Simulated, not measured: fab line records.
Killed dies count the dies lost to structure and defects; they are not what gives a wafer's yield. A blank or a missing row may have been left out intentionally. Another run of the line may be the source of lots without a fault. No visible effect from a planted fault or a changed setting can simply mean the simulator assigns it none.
Chamber matching :: flow n5-finfet :: 4 sister chambers for N5_BEOL_M6_STRIP_67 on rie-diel-04
The step strips in CF4. 14 wafers are shown with their chamber, then 6 later ones without.

== EACH WAFER AND ITS CHAMBER ==
wafer: L300.2
chamber: 1
drypump-motor-current-A (A): 5.8
showerhead-plenum-p-Torr (Torr): 1.85
throttle-valve-pct (%): 13.64

wafer: L300.5
chamber: 0
drypump-motor-current-A (A): 5.0
showerhead-plenum-p-Torr (Torr): 1.74
throttle-valve-pct (%): 13.62

wafer: L300.6
chamber: 3
drypump-motor-current-A (A): 6.3
showerhead-plenum-p-Torr (Torr): 1.81
throttle-valve-pct (%): 13.28

wafer: L301.1
chamber: 1
drypump-motor-current-A (A): 5.8
showerhead-plenum-p-Torr (Torr): 1.85
throttle-valve-pct (%): 13.63

wafer: L301.6
chamber: 1
drypump-motor-current-A (A): 5.8
showerhead-plenum-p-Torr (Torr): 1.85
throttle-valve-pct (%): 13.64

wafer: L310.1
chamber: 0
drypump-motor-current-A (A): 5.0
showerhead-plenum-p-Torr (Torr): 1.73
throttle-valve-pct (%): 13.66

wafer: L310.3
chamber: 1
drypump-motor-current-A (A): 5.8
showerhead-plenum-p-Torr (Torr): 1.85
throttle-valve-pct (%): 13.13

wafer: L310.5
chamber: 1
drypump-motor-current-A (A): 5.8
showerhead-plenum-p-Torr (Torr): 1.85
throttle-valve-pct (%): 13.13

wafer: L315.1
chamber: 2
drypump-motor-current-A (A): 6.3
showerhead-plenum-p-Torr (Torr): 1.86
throttle-valve-pct (%): 13.64

wafer: L315.3
chamber: 0
drypump-motor-current-A (A): 4.9
showerhead-plenum-p-Torr (Torr): 1.73
throttle-valve-pct (%): 13.69

wafer: L315.6
chamber: 1
drypump-motor-current-A (A): 5.8
showerhead-plenum-p-Torr (Torr): 1.84
throttle-valve-pct (%): 13.15

wafer: L318.1
chamber: 2
drypump-motor-current-A (A): 6.3
showerhead-plenum-p-Torr (Torr): 1.86
throttle-valve-pct (%): 13.66

wafer: L318.2
chamber: 0
drypump-motor-current-A (A): 5.0
showerhead-plenum-p-Torr (Torr): 1.73
throttle-valve-pct (%): 13.71

wafer: L318.5
chamber: 0
drypump-motor-current-A (A): 5.0
showerhead-plenum-p-Torr (Torr): 1.73
throttle-valve-pct (%): 13.71

SIGNATURES (averages over the wafers above)
reading: drypump-motor-current-A
chamber 0: 4.980
chamber 1: 5.800
chamber 2: 6.300
chamber 3: 6.300
scatter within a chamber: 0.0283

reading: showerhead-plenum-p-Torr
chamber 0: 1.7320
chamber 1: 1.8483
chamber 2: 1.8600
chamber 3: 1.8100
scatter within a chamber: 0.00404

reading: throttle-valve-pct
chamber 0: 13.6780
chamber 1: 13.3867
chamber 2: 13.6500
chamber 3: 13.2800
scatter within a chamber: 0.195
Rule: a wafer's distance from a chamber is the root of the sum, over the readings, of the square of ((its reading less the chamber's mean) divided by the reading's scatter). If the next closest chamber is less than 2 further off than the closest, the wafer can't be placed; otherwise it belongs to the closest. The scatter is the square root of a quotient: the sum, over the shown wafers, of each reading's squared deviation from its chamber's mean, divided by wafers minus chambers.

== WAFERS WITHOUT THEIR CHAMBER ==
wafer: L319.1
drypump-motor-current-A (A): 6.3
showerhead-plenum-p-Torr (Torr): 1.80
throttle-valve-pct (%): 13.40

wafer: L319.2
drypump-motor-current-A (A): 5.0
showerhead-plenum-p-Torr (Torr): 1.73
throttle-valve-pct (%): 13.70

wafer: L319.5
drypump-motor-current-A (A): 6.3
showerhead-plenum-p-Torr (Torr): 1.86
throttle-valve-pct (%): 13.68

wafer: L321.1
drypump-motor-current-A (A): 6.3
showerhead-plenum-p-Torr (Torr): 1.80
throttle-valve-pct (%): 13.40

wafer: L321.3
drypump-motor-current-A (A): 6.3
showerhead-plenum-p-Torr (Torr): 1.85
throttle-valve-pct (%): 13.69

wafer: L321.5
drypump-motor-current-A (A): 5.0
showerhead-plenum-p-Torr (Torr): 1.73
throttle-valve-pct (%): 13.71

== CHAMBER TAKEN BY EACH ==
wafer: L319.1
from the rows above: 3
in truth: 3

wafer: L319.2
from the rows above: 0
in truth: 0

wafer: L319.5
from the rows above: 2
in truth: 2

wafer: L321.1
from the rows above: 3
in truth: 3

wafer: L321.3
from the rows above: 2
in truth: 2

wafer: L321.5
from the rows above: 0
in truth: 0
6 of 6 placed correctly. From these rows, 0 cannot be placed. 0 placed wrongly.
